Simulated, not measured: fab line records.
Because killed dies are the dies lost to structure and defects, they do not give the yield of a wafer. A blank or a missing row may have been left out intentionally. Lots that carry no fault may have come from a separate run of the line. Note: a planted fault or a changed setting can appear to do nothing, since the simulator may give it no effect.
Which tool is to blame?	flow nand-harc	Sampling: 22 lots, 66 wafers, 6 of 1302 route steps

## WHAT THE GAUGES SHOWED, per wafer
Not one reading of a measure or inspect step in the record can be checked against a usual standard deviation.

## WHICH TOOL RAN EACH LOT (tool, then ch and the chambers of the sampled wafers, then the start)
lot	NHARC_A_STAIRCASE_ETCH_315	NHARC_A_SGD_CUT_ETCH_59	NHARC_A_SGD_CUT_CMP_21	NHARC_A_SLIT_DEP_00	NHARC_A_SLIT_DESCUM_14	NHARC_A_SLIT_ETCH_17
L074	rie-diel-08 ch 0,1, day 20 04:11 or earlier	rie-diel-13 ch 1,2,3, day 20 04:11 or earlier	cmp-02 ch 2,3, day 20 04:11	acl-dep-01 ch 0, day 20 06:05	rie-diel-11 ch 0,1, day 20 10:13	har-etch-02 ch 1, day 20 11:28
L076	rie-diel-08 ch 0,1,2, day 20 10:06 or earlier	rie-diel-13 ch 0,2,3, day 20 10:06 or earlier	cmp-04 ch 0,1,3, day 20 10:06	acl-dep-03 ch 0, day 20 13:29	rie-diel-11 ch 0,1,3, day 20 18:06	har-etch-02 ch 0,1, day 20 19:20
L077	rie-diel-03 ch 1,2,3, day 20 04:11 or earlier	rie-diel-04 ch 0,1,2, day 20 04:11 or earlier	cmp-01 ch 1,2,3, day 20 04:11	acl-dep-02 ch 0, day 20 06:58	rie-diel-06 ch 0,3, day 20 11:44	har-etch-01 ch 0,1, day 20 15:08
L079	rie-diel-08 ch 2,3, day 21 05:51 or earlier	rie-diel-13 ch 1,3, day 21 05:51 or earlier	cmp-02 ch 0,1, day 21 05:51	acl-dep-01 ch 0, day 21 10:30	rie-diel-11 ch 1,2,3, day 21 15:05	har-etch-01 ch 0,1, day 21 17:21
L078	rie-diel-08 ch 1,2,3, day 21 05:51 or earlier	rie-diel-10 ch 0,2,3, day 21 05:51 or earlier	cmp-04 ch 2,3, day 21 05:51	acl-dep-02 ch 0, day 21 09:46	rie-diel-06 ch 0,1,3, day 21 14:25	har-etch-02 ch 0, day 21 16:29
L080	rie-diel-03 ch 1,2,3, day 22 03:13 or earlier	rie-diel-04 ch 0,1,3, day 22 03:13 or earlier	cmp-01 ch 0,1,2, day 22 03:13	acl-dep-02 ch 0, day 22 08:01	rie-diel-06 ch 0,1,3, day 22 12:35	har-etch-02 ch 0, day 22 13:50
L081	rie-diel-12 ch 0,1, day 22 10:32 or earlier	rie-diel-13 ch 0,2,3, day 22 10:32 or earlier	cmp-01 ch 1,2,3, day 22 10:32	acl-dep-02 ch 0, day 22 15:38	rie-diel-02 ch 1,3, day 22 19:38	har-etch-01 ch 0,1, day 22 21:31
L082	rie-diel-03 ch 0,2,3, day 24 01:04 or earlier	rie-diel-04 ch 1,2,3, day 24 01:04 or earlier	cmp-04 ch 0,1, day 24 01:04	acl-dep-02 ch 0, day 24 03:13	rie-diel-06 ch 0,1, day 24 07:58	har-etch-01 ch 0,1, day 24 09:32
L084	rie-diel-08 ch 1,3, day 24 01:04 or earlier	rie-diel-13 ch 1,2, day 24 01:04 or earlier	cmp-02 ch 1,2,3, day 24 01:04	acl-dep-03 ch 0, day 24 03:04	rie-diel-02 ch 1,2,3, day 24 07:48	har-etch-02 ch 0,1, day 24 09:13
L083	rie-diel-03 ch 0,1,2, day 24 10:10 or earlier	rie-diel-04 ch 2,3, day 24 10:10 or earlier	cmp-04 ch 1,2,3, day 24 10:10	acl-dep-01 ch 0, day 24 11:43	rie-diel-06 ch 1,3, day 24 16:19	har-etch-01 ch 0,1, day 24 17:43
L087	rie-diel-12 ch 0,1,3, day 24 10:11 or earlier	rie-diel-10 ch 0,2,3, day 24 10:11 or earlier	cmp-01 ch 0,1,3, day 24 10:11	acl-dep-02 ch 0, day 24 11:26	rie-diel-11 ch 0,1, day 24 16:07	har-etch-02 ch 0,1, day 24 17:22
L085	rie-diel-08 ch 2,3, day 24 10:19 or earlier	rie-diel-13 ch 0,2, day 24 10:19 or earlier	cmp-02 ch 1,2,3, day 24 10:19	acl-dep-03 ch 0, day 24 14:07	rie-diel-06 ch 2,3, day 24 18:47	har-etch-02 ch 0,1, day 24 21:10
L086	rie-diel-12 ch 0,2, day 24 21:45 or earlier	rie-diel-10 ch 2,3, day 24 21:45 or earlier	cmp-02 ch 1,2,3, day 24 21:45	acl-dep-02 ch 0, day 24 22:56	rie-diel-11 ch 0,2, day 25 03:36	har-etch-02 ch 0,1, day 25 05:27
L088	rie-diel-08 ch 1,2,3, day 24 21:45 or earlier	rie-diel-04 ch 0,1,2, day 24 21:45 or earlier	cmp-01 ch 1,2,3, day 24 21:45	acl-dep-01 ch 0, day 24 23:49	rie-diel-02 ch 1,2, day 25 03:49	har-etch-01 ch 0,1, day 25 07:01
L089	rie-diel-08 ch 0,2, day 25 17:02 or earlier	rie-diel-04 ch 0,1,3, day 25 17:02 or earlier	cmp-01 ch 0,1,2, day 25 17:02	acl-dep-01 ch 0, day 25 18:54	rie-diel-06 ch 0,3, day 25 23:37	har-etch-02 ch 0,1, day 26 01:28
L090	rie-diel-03 ch 0,2, day 26 10:43 or earlier	rie-diel-04 ch 0,1,3, day 26 10:43 or earlier	cmp-04 ch 1,2,3, day 26 10:43	acl-dep-01 ch 0, day 26 15:47	rie-diel-02 ch 1,2,3, day 26 20:17	har-etch-02 ch 0,1, day 26 22:08
L093	rie-diel-03 ch 0,2,3, day 27 15:42 or earlier	rie-diel-04 ch 0,1,3, day 27 15:42 or earlier	cmp-01 ch 0,2,3, day 27 15:42	acl-dep-03 ch 0, day 27 19:44	rie-diel-11 ch 0,1,2, day 28 00:16	har-etch-02 ch 0,1, day 28 01:31
L092	rie-diel-03 ch 0,1,3, day 27 15:42 or earlier	rie-diel-10 ch 0,3, day 27 15:42 or earlier	cmp-02 ch 0,2, day 27 15:42	acl-dep-02 ch 0, day 27 21:10	rie-diel-02 ch 1,2, day 28 00:32	har-etch-01 ch 0,1, day 28 03:06
L094	rie-diel-03 ch 0,3, day 27 15:45 or earlier	rie-diel-13 ch 0,1, day 27 15:45 or earlier	cmp-04 ch 0,2,3, day 27 15:45	acl-dep-01 ch 0, day 27 21:34	rie-diel-06 ch 0,1,3, day 28 01:00	har-etch-02 ch 0,1, day 28 06:34
L096	rie-diel-08 ch 1,2,3, day 28 13:46 or earlier	rie-diel-13 ch 0,1,3, day 28 13:46 or earlier	cmp-04 ch 0,2, day 28 13:46	acl-dep-02 ch 0, day 28 16:42	rie-diel-02 ch 0,3, day 28 20:44	har-etch-02 ch 0,1, day 28 23:02
L095	rie-diel-08 ch 0,1,3, day 29 04:16 or earlier	rie-diel-13 ch 0,1,3, day 29 04:16 or earlier	cmp-02 ch 0,2,3, day 29 04:16	acl-dep-01 ch 0, day 29 05:25	rie-diel-06 ch 0,1,3, day 29 10:05	har-etch-02 ch 0,1, day 29 11:20
L097	rie-diel-08 ch 1,2, day 29 23:00 or earlier	rie-diel-04 ch 0,1,3, day 29 23:00 or earlier	cmp-01 ch 0,2,3, day 29 23:00	acl-dep-02 ch 0, day 30 02:14	rie-diel-11 ch 0,1,3, day 30 05:03	har-etch-02 ch 0,1, day 30 08:22
- NHARC_A_STAIRCASE_ETCH_315: etches the open film in C4F8/O2/Ar, target depth 2500 nm, time 607.1 s.
- NHARC_A_SGD_CUT_ETCH_59: etches the open film in N2/H2, target depth 260 nm, time 406.25 s.
- NHARC_A_SGD_CUT_CMP_21: polishes, target thk 148.19 nm.
- NHARC_A_SLIT_DEP_00: deposits aC, target thk 6200 nm.
- NHARC_A_SLIT_DESCUM_14: chemistry O2, time 3 s.
- NHARC_A_SLIT_ETCH_17: etches the open film in C4F8/O2/Ar, time 4254.5 s, target depth 20300 nm.

## WHAT THE TOOLS THEMSELVES READ (means of the sampled wafers that have a number; where no wafer has one, the mark that the record gives instead)
NHARC_A_STAIRCASE_ETCH_315. Usual: chamber-pressure-mTorr 25.003 mTorr, standard deviation 0.023; oes-product-au 0.929 a.u., standard deviation 0.0096; rf-vpp-V 1823 V, standard deviation 12.
lot	tool	chamber-pressure-mTorr (mTorr)	oes-product-au (a.u.)	rf-vpp-V (V)	flag
L074	rie-diel-08	25.019	0.924	1813	
L076	rie-diel-08	25.019	0.926	1812	
L077	rie-diel-03	24.984	0.932	1829	
L079	rie-diel-08	25.017	0.941	1809	
L078	rie-diel-08	24.988	0.923	1808	
L080	rie-diel-03	25.008	0.928	1830	
L081	rie-diel-12	24.991	0.932	1831	
L082	rie-diel-03	25.025	0.936	1824	
L084	rie-diel-08	25.025	0.952	1810	
L083	rie-diel-03	25.016	0.931	1834	
L087	rie-diel-12	24.994	0.927	1824	
L085	rie-diel-08	25.005	0.924	1809	
L086	rie-diel-12	24.982	0.927	1822	
L088	rie-diel-08	25.033	0.927	1808	
L089	rie-diel-08	25.010	0.930	1813	
L090	rie-diel-03	25.006	0.927	1825	
L093	rie-diel-03	25.016	0.930	1823	
L092	rie-diel-03	24.994	0.936	1832	
L094	rie-diel-03	25.001	0.931	1823	
L096	rie-diel-08	24.994	0.926	1834	
L095	rie-diel-08	25.012	0.925	1824	
L097	rie-diel-08	24.976	0.923	1846	

NHARC_A_SGD_CUT_ETCH_59. Usual: chamber-pressure-mTorr 30.00 mTorr, standard deviation 0.031; drypump-motor-current-A 5.7 A, standard deviation 0.3; oes-product-au 1.002 a.u., standard deviation 0.0078; rf-vpp-V 430.2 V, standard deviation 2.5; showerhead-plenum-p-Torr 2.03 Torr, standard deviation 0.087; throttle-valve-pct 14.170 %, standard deviation 0.0088.
lot	tool	chamber-pressure-mTorr (mTorr)	drypump-motor-current-A (A)	oes-product-au (a.u.)	rf-vpp-V (V)	showerhead-plenum-p-Torr (Torr)	throttle-valve-pct (%)	flag
L074	rie-diel-13	29.99	5.8	0.997	430.2	2.02	14.167	
L076	rie-diel-13	30.02	5.9	1.000	429.7	2.04	14.161	
L077	rie-diel-04	30.02	5.6	1.006	429.8	1.99	14.172	
L079	rie-diel-13	29.98	5.9	0.996	431.3	2.06	14.177	
L078	rie-diel-10	30.03	5.8	0.999	429.2	2.00	14.174	
L080	rie-diel-04	29.99	5.5	0.998	430.3	2.01	14.171	
L081	rie-diel-13	30.01	5.9	0.991	430.2	2.04	14.164	
L082	rie-diel-04	29.99	5.5	1.004	430.2	2.03	14.171	
L084	rie-diel-13	30.01	5.6	1.005	431.1	2.05	14.169	
L083	rie-diel-04	30.01	5.4	1.004	431.4	2.09	14.174	
L087	rie-diel-10	30.00	5.8	1.009	429.8	2.00	14.179	
L085	rie-diel-13	29.98	5.9	0.997	431.1	2.09	14.170	
L086	rie-diel-10	29.97	5.8	0.994	429.3	1.99	14.169	
L088	rie-diel-04	29.99	5.7	1.008	430.2	1.99	14.165	
L089	rie-diel-04	30.01	5.5	1.001	429.8	2.01	14.173	
L090	rie-diel-04	30.01	5.5	1.003	428.9	2.01	14.165	
L093	rie-diel-04	29.99	5.5	1.006	429.5	2.00	14.166	
L092	rie-diel-10	29.97	6.1	1.001	429.2	1.98	14.166	
L094	rie-diel-13	30.02	5.7	1.007	433.7	2.15	14.171	
L096	rie-diel-13	29.99	5.9	1.002	432.2	2.11	14.169	
L095	rie-diel-13	30.00	5.9	0.992	432.7	2.11	14.164	
L097	rie-diel-04	29.95	5.5	1.003	429.8	2.00	14.166	

NHARC_A_SGD_CUT_CMP_21. Usual: motor-current-A 12.4 A, standard deviation 1.3; time-to-endpoint-s 49.5 s, standard deviation 2.6.
lot	tool	motor-current-A (A)	time-to-endpoint-s (s)	flag
L074	cmp-02	13.1	50.5	
L076	cmp-04	13.0	45.3	
L077	cmp-01	13.0	47.9	
L079	cmp-02	11.3	49.8	
L078	cmp-04	10.8	48.2	
L080	cmp-01	13.0	47.2	
L081	cmp-01	13.3	48.6	
L082	cmp-04	14.2	51.5	
L084	cmp-02	12.2	47.6	
L083	cmp-04	11.5	50.7	
L087	cmp-01	13.1	46.7	
L085	cmp-02	12.4	54.1	
L086	cmp-02	11.9	53.0	
L088	cmp-01	12.9	48.9	
L089	cmp-01	13.4	48.2	
L090	cmp-04	11.8	50.1	
L093	cmp-01	12.7	47.4	
L092	cmp-02	12.4	52.5	
L094	cmp-04	11.9	51.4	
L096	cmp-04	12.1	51.9	
L095	cmp-02	12.5	52.9	
L097	cmp-01	12.9	49.0	

NHARC_A_SLIT_DEP_00. Usual: throttle-valve-pct at 35.001 %, with a standard deviation of 0.0087.
lot	tool	throttle-valve-pct (%)	flag
L074	acl-dep-01	34.991	
L076	acl-dep-03	35.001	
L077	acl-dep-02	34.994	
L079	acl-dep-01	35.006	
L078	acl-dep-02	35.007	
L080	acl-dep-02	35.000	
L081	acl-dep-02	34.998	
L082	acl-dep-02	35.000	
L084	acl-dep-03	34.998	
L083	acl-dep-01	35.002	
L087	acl-dep-02	35.002	
L085	acl-dep-03	35.010	
L086	acl-dep-02	34.993	
L088	acl-dep-01	35.005	
L089	acl-dep-01	35.001	
L090	acl-dep-01	35.004	
L093	acl-dep-03	34.997	
L092	acl-dep-02	35.000	
L094	acl-dep-01	35.001	
L096	acl-dep-02	34.998	
L095	acl-dep-01	35.006	
L097	acl-dep-02	35.000	

NHARC_A_SLIT_DESCUM_14. Usual: chamber-pressure-mTorr 60.00 mTorr, standard deviation 0.049; drypump-motor-current-A 5.8 A, standard deviation 0.44; oes-product-au 0.998 a.u., standard deviation 0.0079; rf-vpp-V 57.7 V, standard deviation 0.85; showerhead-plenum-p-Torr 1.89 Torr, standard deviation 0.055; throttle-valve-pct 11.311 %, standard deviation 0.0091.
lot	tool	chamber-pressure-mTorr (mTorr)	drypump-motor-current-A (A)	oes-product-au (a.u.)	rf-vpp-V (V)	showerhead-plenum-p-Torr (Torr)	throttle-valve-pct (%)	flag
L074	rie-diel-11	60.02	6.1	1.014	57.8	1.96	11.311	
L076	rie-diel-11	60.00	5.6	0.995	57.2	1.93	11.304	
L077	rie-diel-06	59.94	5.5	0.998	58.4	1.94	11.303	
L079	rie-diel-11	60.01	5.5	1.004	57.8	1.89	11.316	
L078	rie-diel-06	59.97	5.6	0.998	57.8	1.91	11.308	
L080	rie-diel-06	60.06	5.6	0.997	58.1	1.91	11.304	
L081	rie-diel-02	59.96	5.7	1.006	58.0	1.86	11.315	
L082	rie-diel-06	60.05	5.7	0.996	57.0	1.89	11.313	
L084	rie-diel-02	59.98	5.7	0.993	57.4	1.83	11.323	
L083	rie-diel-06	59.98	5.7	1.003	57.8	1.88	11.323	
L087	rie-diel-11	60.04	6.0	1.005	57.7	1.90	11.316	
L085	rie-diel-06	59.99	6.2	0.986	58.0	1.86	11.309	
L086	rie-diel-11	60.01	6.3	1.001	58.0	1.96	11.311	
L088	rie-diel-02	59.98	5.7	0.993	58.0	1.80	11.313	
L089	rie-diel-06	59.94	5.6	1.001	57.5	1.92	11.316	
L090	rie-diel-02	59.98	5.7	0.995	57.5	1.83	11.311	
L093	rie-diel-11	60.01	6.1	1.007	57.5	1.91	11.314	
L092	rie-diel-02	59.98	5.7	0.994	57.6	1.80	11.312	
L094	rie-diel-06	59.96	5.6	0.997	58.1	1.91	11.317	
L096	rie-diel-02	59.97	5.9	0.990	58.2	1.88	11.311	
L095	rie-diel-06	59.99	5.6	0.993	57.4	1.91	11.304	
L097	rie-diel-11	59.99	5.6	1.000	58.2	1.93	11.315	

NHARC_A_SLIT_ETCH_17. Usual: c4f8-flow-sccm 83.32 sccm, standard deviation 0.24; chamber-pressure-mTorr 20.003 mTorr, standard deviation 0.02; drypump-motor-current-A 5.55 A, standard deviation 0.21; showerhead-plenum-p-Torr 3.78 Torr, standard deviation 0.14; throttle-valve-pct 32.047 %, standard deviation 0.0098.
lot	tool	c4f8-flow-sccm (sccm)	chamber-pressure-mTorr (mTorr)	drypump-motor-current-A (A)	showerhead-plenum-p-Torr (Torr)	throttle-valve-pct (%)	flag
L074	har-etch-02	83.24	20.017	5.30	3.91	32.043	
L076	har-etch-02	83.57	19.999	5.49	3.91	32.045	
L077	har-etch-01	83.33	20.008	5.74	3.61	32.047	
L079	har-etch-01	83.37	20.020	5.83	3.59	32.048	
L078	har-etch-02	83.51	19.993	5.57	3.90	32.039	
L080	har-etch-02	83.40	20.013	5.58	3.89	32.046	
L081	har-etch-01	83.35	20.007	5.74	3.60	32.043	
L082	har-etch-01	83.31	19.994	5.75	3.58	32.050	
L084	har-etch-02	83.26	19.999	5.40	3.88	32.053	
L083	har-etch-01	83.27	20.003	5.82	3.57	32.051	
L087	har-etch-02	83.14	20.009	5.38	3.87	32.049	
L085	har-etch-02	83.27	20.027	5.39	3.87	32.045	
L086	har-etch-02	82.95	20.002	5.49	3.87	32.040	
L088	har-etch-01	83.26	20.007	5.81	3.57	32.044	
L089	har-etch-02	83.33	20.002	5.49	3.87	32.054	
L090	har-etch-02	83.21	20.004	5.49	3.86	32.050	
L093	har-etch-02	83.36	20.006	5.48	3.85	32.059	
L092	har-etch-01	83.58	20.010	5.82	3.55	32.048	
L094	har-etch-02	83.27	19.997	5.39	3.85	32.050	
L096	har-etch-02	83.27	19.999	5.39	3.84	32.048	
L095	har-etch-02	83.22	20.000	5.46	3.84	32.062	
L097	har-etch-02	83.48	20.005	5.48	3.83	32.040	

## THE ANSWER, worked out from the rows above alone
Rule: a lot counts as off when the mean over its wafers that have a number is more than 3 standard deviations away from the usual mean. Also off: a lot with no number at a reading for which 4 or more lots have one. All remaining lots with rows at the step are treated as sound. After the gauges, taken in route order, come the tools' own readings; for these a lot's mean is taken, as printed above. The first step at which some lot is off is used, and at that step the reading that is off furthest; a lot without a number counts as furthest.
No lot is off at any reading shown: from this, nothing can be told.

## WHAT THE SIMULATOR HAD PUT IN
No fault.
